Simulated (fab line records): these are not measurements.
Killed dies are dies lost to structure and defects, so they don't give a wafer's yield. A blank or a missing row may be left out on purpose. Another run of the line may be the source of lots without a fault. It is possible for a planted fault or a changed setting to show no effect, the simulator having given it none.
Which tool was responsible? | flow n5Finfet | 9 lots with 26 wafers sampled at 7 steps, on a route of 1938 steps

## WHAT THE GAUGES READ, wafer by wafer
N5_BEOL_M8_OCD_MEAS_38. Usual: trenchDepthNm 92.9 nm, standard deviation 1.8.
lot  | measured     | on     | trenchDepthNm (nm) | flag
L466 | day 9 20:47  | ocd-01 | 93.1 91.4 89.5     | 
L467 | day 10 01:12 | ocd-02 | 94.9 95.8 90.7     | 
L469 | day 11 02:01 | ocd-02 | 91.7 91.7 89.7     | 
L473 | day 12 02:34 | ocd-02 | 92.9 127.4         | OFF
L475 | day 12 11:50 | ocd-01 | 90.6 93.4 127.5    | OFF
L482 | day 14 07:48 | ocd-02 | 94.4 93.7 89.7     | 
L484 | day 15 04:45 | ocd-01 | 94.7 92.9 91.7     | 
L486 | day 15 22:20 | ocd-02 | 95.4 94.0 92.2     | 
L487 | day 16 16:35 | ocd-01 | 92.7 92.1 91.9     | 

N5_BEOL_M8_THK_MEAS_53: measures by xrf. Usual: M8_THK typically reads 79.6 nm, with standard deviation 2.
lot  | measured     | on           | M8_THK (nm)     | flag
L466 | day 9 23:58  | filmMetro-02 | 81.2 79.9 77.4  | 
L467 | day 10 05:04 | filmMetro-02 | 82.4 83.4 79.3  | 
L469 | day 11 04:17 | filmMetro-01 | 77.9 78.3 75.7  | 
L473 | day 12 05:02 | filmMetro-02 | 81.1 116.0      | OFF
L475 | day 12 14:00 | filmMetro-01 | 77.1 81.0 114.9 | OFF
L482 | day 14 11:43 | filmMetro-01 | 82.4 80.3 76.4  | 
L484 | day 15 07:43 | filmMetro-01 | 80.4 79.9 77.8  | 
L486 | day 16 01:03 | filmMetro-01 | 81.7 80.1 77.9  | 
L487 | day 16 21:25 | filmMetro-02 | 80.2 78.5 78.1  | 

N5_BEOL_M8_RS_MEAS_57: a four-point-probe measurement. Usual: M8_RS typically reads 0.288 ohm/sq, with standard deviation 0.0088.
lot  | measured     | on           | M8_RS (ohm/sq)    | flag
L466 | day 10 00:07 | filmMetro-01 | 0.283 0.290 0.300 | 
L467 | day 10 05:14 | filmMetro-02 | 0.276 0.272 0.290 | 
L469 | day 11 04:25 | filmMetro-01 | 0.294 0.291 0.302 | 
L473 | day 12 05:10 | filmMetro-01 | 0.281 0.187       | OFF
L475 | day 12 14:08 | filmMetro-02 | 0.298 0.283 0.189 | OFF
L482 | day 14 11:51 | filmMetro-01 | 0.276 0.287 0.303 | 
L484 | day 15 07:50 | filmMetro-02 | 0.284 0.288 0.296 | 
L486 | day 16 01:11 | filmMetro-02 | 0.279 0.286 0.293 | 
L487 | day 16 21:33 | filmMetro-01 | 0.284 0.291 0.294 | 

## EACH LOT AND THE TOOL THAT RAN IT (in order: tool; ch and the chambers of the sampled wafers; start)
lot  | N5_BEOL_M8_STRIP_19               | N5_BEOL_M8_DESCUM_33              | N5_BEOL_M8_TRENCH_ETCH_37         | N5_BEOL_M8_SPUTTER_48
L466 | rieDiel-01 ch 1,3, day 9 19:38    | rieDiel-02 ch 1,2,3, day 9 20:21  | rieDiel-02 ch 1,2,3, day 9 20:37  | pvdSputter-01, day 9 22:34
L467 | rieDiel-02 ch 0,1,3, day 9 23:29  | rieDiel-01 ch 0,3, day 10 00:46   | rieDiel-01 ch 0,3, day 10 01:02   | pvdSputter-03, day 10 04:16
L469 | rieDiel-06 ch 1,2,3, day 10 23:38 | rieDiel-02 ch 0,2, day 11 01:35   | rieDiel-02 ch 0,2, day 11 01:51   | pvdSputter-01, day 11 03:29
L473 | rieDiel-02 ch 2,3, day 11 22:05   | rieDiel-02 ch 2, day 12 02:08     | rieDiel-02 ch 2, day 12 02:25     | pvdSputter-03, day 12 04:13
L475 | rieDiel-02 ch 0,3, day 12 09:47   | rieDiel-02 ch 0,2, day 12 11:24   | rieDiel-02 ch 0,2, day 12 11:40   | pvdSputter-02, day 12 13:02
L482 | rieDiel-02 ch 0,1,3, day 14 06:34 | rieDiel-01 ch 0,2,3, day 14 07:22 | rieDiel-01 ch 0,2,3, day 14 07:38 | pvdSputter-03, day 14 10:55
L484 | rieDiel-02 ch 0,1,3, day 15 00:55 | rieDiel-02 ch 1,2,3, day 15 04:19 | rieDiel-02 ch 1,2,3, day 15 04:35 | pvdSputter-02, day 15 06:47
L486 | rieDiel-02 ch 1,3, day 15 19:23   | rieDiel-02 ch 1,2,3, day 15 21:55 | rieDiel-02 ch 1,2,3, day 15 22:11 | pvdSputter-02, day 16 00:02
L487 | rieDiel-01 ch 0,2,3, day 16 15:10 | rieDiel-02 ch 1,2, day 16 16:09   | rieDiel-02 ch 1,2, day 16 16:26   | pvdSputter-01, day 16 19:20
- N5_BEOL_M8_STRIP_19: strips in O2.
- N5_BEOL_M8_DESCUM_33: chemistry O2, time 7 s.
- N5_BEOL_M8_TRENCH_ETCH_37: etches SiCOH lowk in C4F6/O2, target depth 93.478 nm, time 31.2 s.
- N5_BEOL_M8_SPUTTER_48: material Cu, target thk 10 nm, time 1.667 s.

## AS READ BY THE TOOLS THEMSELVES (means over the sampled wafers that have a number; for cases with no such wafer, the mark the record gives instead)
N5_BEOL_M8_STRIP_19. Usual: drypumpMotorCurrentA 5.6 A, standard deviation 0.5; oesProductAu 0.83 a.u., standard deviation 0.088; rfVppV 3.7 V, standard deviation 0.57; showerheadPlenumPTorr 2.11 Torr, standard deviation 0.092; throttleValvePct 16.57 %, standard deviation 0.24.
lot  | tool       | drypumpMotorCurrentA (A) | oesProductAu (a.u.) | rfVppV (V) | showerheadPlenumPTorr (Torr) | throttleValvePct (%) | flag
L466 | rieDiel-01 | 6.5                      | 0.92                | 3.9        | 2.06                         | 16.68                | 
L467 | rieDiel-02 | 5.8                      | 0.68                | 3.3        | 1.98                         | 16.65                | 
L469 | rieDiel-06 | 5.2                      | 0.83                | 3.5        | 2.09                         | 16.58                | 
L473 | rieDiel-02 | 6.0                      | 0.78                | 4.2        | 2.09                         | 16.50                | 
L475 | rieDiel-02 | 5.9                      | 0.68                | 3.2        | 1.98                         | 16.72                | 
L482 | rieDiel-02 | 5.8                      | 0.87                | 3.1        | 2.14                         | 16.40                | 
L484 | rieDiel-02 | 5.8                      | 0.85                | 3.5        | 2.14                         | 16.43                | 
L486 | rieDiel-02 | 5.8                      | 0.91                | 3.6        | 2.22                         | 16.26                | 
L487 | rieDiel-01 | 5.7                      | 0.80                | 3.6        | 2.05                         | 16.60                | 

N5_BEOL_M8_DESCUM_33. Usual: drypumpMotorCurrentA 5.7 A, standard deviation 0.53; oesProductAu 0.84 a.u., standard deviation 0.089; rfVppV 243.4 V, standard deviation 1.8; showerheadPlenumPTorr 2.11 Torr, standard deviation 0.091; throttleValvePct 20.31 %, standard deviation 0.24.
lot  | tool       | drypumpMotorCurrentA (A) | oesProductAu (a.u.) | rfVppV (V) | showerheadPlenumPTorr (Torr) | throttleValvePct (%) | flag
L466 | rieDiel-02 | 5.8                      | 0.76                | 241.8      | 2.05                         | 20.30                | 
L467 | rieDiel-01 | 6.1                      | 0.85                | 243.1      | 2.07                         | 20.46                | 
L469 | rieDiel-02 | 5.5                      | 0.83                | 243.7      | 2.15                         | 20.43                | 
L473 | rieDiel-02 | 5.5                      | 0.89                | 245.1      | 2.23                         | 20.38                | 
L475 | rieDiel-02 | 5.5                      | 0.83                | 244.3      | 2.15                         | 20.45                | 
L482 | rieDiel-01 | 5.7                      | 0.81                | 243.2      | 2.06                         | 20.32                | 
L484 | rieDiel-02 | 5.8                      | 0.90                | 245.0      | 2.22                         | 20.11                | 
L486 | rieDiel-02 | 5.8                      | 0.89                | 245.3      | 2.21                         | 20.10                | 
L487 | rieDiel-02 | 5.4                      | 0.84                | 244.8      | 2.21                         | 20.36                | 

N5_BEOL_M8_TRENCH_ETCH_37. Usual: C4F6_flow_sccm 10.000 sccm, standard deviation 0.026; drypumpMotorCurrentA 5.7 A, standard deviation 0.54; oesProductAu 0.84 a.u., standard deviation 0.088; rfVppV 661 V, standard deviation 11; showerheadPlenumPTorr 2.87 Torr, standard deviation 0.12; throttleValvePct 20.82 %, standard deviation 0.22.
lot  | tool       | C4F6_flow_sccm (sccm) | drypumpMotorCurrentA (A) | oesProductAu (a.u.) | rfVppV (V) | showerheadPlenumPTorr (Torr) | throttleValvePct (%) | flag
L466 | rieDiel-02 | 10.023                | 5.8                      | 0.75                | 661        | 2.81                         | 20.85                | 
L467 | rieDiel-01 | 9.992                 | 6.1                      | 0.85                | 655        | 2.83                         | 21.02                | 
L469 | rieDiel-02 | 10.014                | 5.5                      | 0.82                | 661        | 2.91                         | 20.87                | 
L473 | rieDiel-02 | 10.043                | 5.4                      | 0.99                | 668        | 3.02                         | 20.89                | 
L475 | rieDiel-02 | 10.027                | 5.5                      | 0.89                | 662        | 2.90                         | 20.92                | 
L482 | rieDiel-01 | 10.011                | 5.7                      | 0.81                | 660        | 2.81                         | 20.87                | 
L484 | rieDiel-02 | 10.008                | 5.8                      | 0.90                | 668        | 3.02                         | 20.67                | 
L486 | rieDiel-02 | 10.025                | 5.8                      | 0.89                | 668        | 3.01                         | 20.67                | 
L487 | rieDiel-02 | 9.981                 | 5.4                      | 0.84                | 670        | 3.01                         | 20.87                | 

N5_BEOL_M8_SPUTTER_48. Usual: chuckGasFlowSccm 1.27 sccm, standard deviation 0.058; substrateTempC -19.99 C, standard deviation 0.11; throttleValvePct 30.0 %, standard deviation 0.98.
lot  | tool          | chuckGasFlowSccm (sccm) | substrateTempC (C) | throttleValvePct (%) | flag
L466 | pvdSputter-01 | 1.23                    | -20.08             | 30.5                 | 
L467 | pvdSputter-03 | 1.25                    | -19.98             | 31.3                 | 
L469 | pvdSputter-01 | 1.33                    | -19.94             | 30.6                 | 
L473 | pvdSputter-03 | 1.21                    | -20.13             | 32.0                 | 
L475 | pvdSputter-02 | 1.28                    | -20.07             | 29.1                 | 
L482 | pvdSputter-03 | 1.31                    | -19.88             | 30.1                 | 
L484 | pvdSputter-02 | 1.27                    | -19.92             | 29.3                 | 
L486 | pvdSputter-02 | 1.29                    | -19.94             | 29.0                 | 
L487 | pvdSputter-01 | 1.28                    | -19.94             | 30.5                 | 

## THE ANSWER, worked out from the rows above alone
Rule: a lot is off if the mean of its wafers that have a number lies more than 3 standard deviations from the usual mean. A lot without any number at a reading at which 4 lots or more have one is off too. Where the step has rows for the other lots, those lots are counted as sound. The gauges are gone through in route order, then the tools' own readings, and for those a lot's mean is taken as printed above. The first step at which some lot is off is used, and at that step the reading that is off furthest; a lot without a number counts as furthest.
Off: L473, L475 (N5_BEOL_M8_OCD_MEAS_38, trenchDepthNm).
A tool fits if, at a process step before that reading, it ran every lot that is off, and no sound lot after the first of them. The gauges at N5_BEOL_M8_OCD_MEAS_38 aren't tried: what is off there is off at N5_BEOL_M8_THK_MEAS_53 too, on other tools, and a gauge's error can't cause that. None of those tried fits.

## WHAT WAS PUT IN BY THE SIMULATOR
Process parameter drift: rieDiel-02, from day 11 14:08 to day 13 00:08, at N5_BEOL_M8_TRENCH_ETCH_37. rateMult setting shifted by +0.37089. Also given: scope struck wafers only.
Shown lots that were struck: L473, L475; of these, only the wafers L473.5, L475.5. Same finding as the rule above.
